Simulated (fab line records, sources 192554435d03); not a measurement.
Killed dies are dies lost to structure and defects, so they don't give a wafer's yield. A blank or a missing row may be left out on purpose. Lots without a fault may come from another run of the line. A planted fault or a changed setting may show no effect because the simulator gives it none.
Problem report in the 8D (eight disciplines) form, filled by code | flow n5_finfet | the parts of the form that need people (team, actions taken, sign-off) are left out

1. THE PROBLEM
killed_at_M4_up at N5_PASSIVATION_PROBE_49 reads a mean of 120 on 3 wafers of 1 lot; wafers without a fault read 14 with a standard deviation of 5.1. That is +21 standard deviations from the usual mean.
First seen on wafer L266.4, day 18 14:02, on prober-02. The record holds 3 wafers of 1 lot with a number at this step. Rule for "out", or "out of limits": more than 4 standard deviations from the usual mean. The other wafers with a number count as sound.

2. WHAT IT IS AND WHAT IT IS NOT
question                    | is                                                                                                   | is not
which readings at this step | killed_at_M4_up, defect_limited_yield, killed_dies, sort_bin_5_function, sort_n_pass, sort_yield_pct | killed_at_M0_to_M3, killed_at_contacts, killed_at_front_end, killed_at_other, killed_open, killed_short
which lots                  | L266                                                                                                 | -
which wafers of those lots  | all that have a number                                                                               | -
read on which tools         | prober-02                                                                                            | -
when                        | from day 18 14:02                                                                                    | up to then (0 sound wafers)

3. SUSPECTS, AND WHAT RULES EACH OUT
Counting: a tool at a process step up to the reading stays a suspect if it ran every lot that is out and no sound lot after the first of them.
- wet_bench-06 at N5_BEOL_M14_PRECLEAN_39 (cleans in residue remover, time 60 s): kept. It ran the lot that is out, L266 (day 17 15:19), and no sound lot after that.
- rie_diel-04 at N5_MIM_TOP_LITHO_DESCUM_10 (chemistry O2, time 7.9 s): kept. It ran the lot that is out, L266 (day 18 02:47), and no sound lot after that.
- pecvd-02 at N5_MIM_TOP_ETCH_PECVD_03 (deposits SiNx from SiH4/NH3/N2, target thk 20 nm, time 17.6 s): kept. It ran the lot that is out, L266 (day 18 03:04), and no sound lot after that.
- rie_diel-05 at N5_PASSIVATION_STRIP_34 (strips in O2): kept. It ran the lot that is out, L266 (day 18 09:14), and no sound lot after that.
- prober-02 at N5_PASSIVATION_PROBE_49: kept. It ran the lot that is out, L266 (day 18 14:02), and no sound lot after that. Its own readings are out on those wafers: defect_limited_yield, killed_at_M4_up, killed_dies, sort_bin_5_function, sort_n_pass, sort_yield_pct.
Left after counting: wet_bench-06 at N5_BEOL_M14_PRECLEAN_39, rie_diel-04 at N5_MIM_TOP_LITHO_DESCUM_10, pecvd-02 at N5_MIM_TOP_ETCH_PECVD_03, rie_diel-05 at N5_PASSIVATION_STRIP_34, prober-02 at N5_PASSIVATION_PROBE_49.

4. THE CAUSE (what the simulator had put in)
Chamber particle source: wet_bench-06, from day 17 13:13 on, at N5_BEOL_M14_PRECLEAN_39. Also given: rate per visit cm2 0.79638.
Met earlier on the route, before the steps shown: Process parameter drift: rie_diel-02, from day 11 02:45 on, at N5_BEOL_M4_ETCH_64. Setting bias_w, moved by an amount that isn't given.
Counting left 5 suspects, and this tool is among them.

5. THE CHAIN OF EFFECTS, in route order
Each row: a reading whose mean over the struck wafers that have a number lies more than 3 standard deviations from the usual. Only readings for which the record gives a usual standard deviation are gone through. hours: the time from each lot's start at the first step in this table that gives one to its start at this step, as a median over the lots. sigmas: the change in usual standard deviations.
hours | step                    | reading              | usual  | on struck wafers | change | sigmas
0     | N5_PASSIVATION_PROBE_49 | defect_limited_yield | 91.4 % | 83.1             | -8.3   | -6.9
0     | N5_PASSIVATION_PROBE_49 | killed_at_M4_up      | 14     | 120              | +106   | +21
0     | N5_PASSIVATION_PROBE_49 | killed_dies          | 102    | 199              | +97    | +6.5
0     | N5_PASSIVATION_PROBE_49 | sort_bin_5_function  | 5.0 %  | 10.9             | +5.9   | +6.8
0     | N5_PASSIVATION_PROBE_49 | sort_n_pass          | 1078   | 981              | -97    | -6.5
0     | N5_PASSIVATION_PROBE_49 | sort_yield_pct       | 91.4 % | 83.1             | -8.3   | -6.9
The process steps in it:
- N5_PASSIVATION_PROBE_49

6. WHAT WOULD HAVE CAUGHT IT SOONER
In this record the first reading out of limits was taken at day 18 14:02, 25 hours after the fault began at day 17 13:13.
All the lots that are out (1) had begun N5_BEOL_M14_PRECLEAN_39 on wet_bench-06 by day 18 14:02. A hold on the tool at that time would have spared none of them.
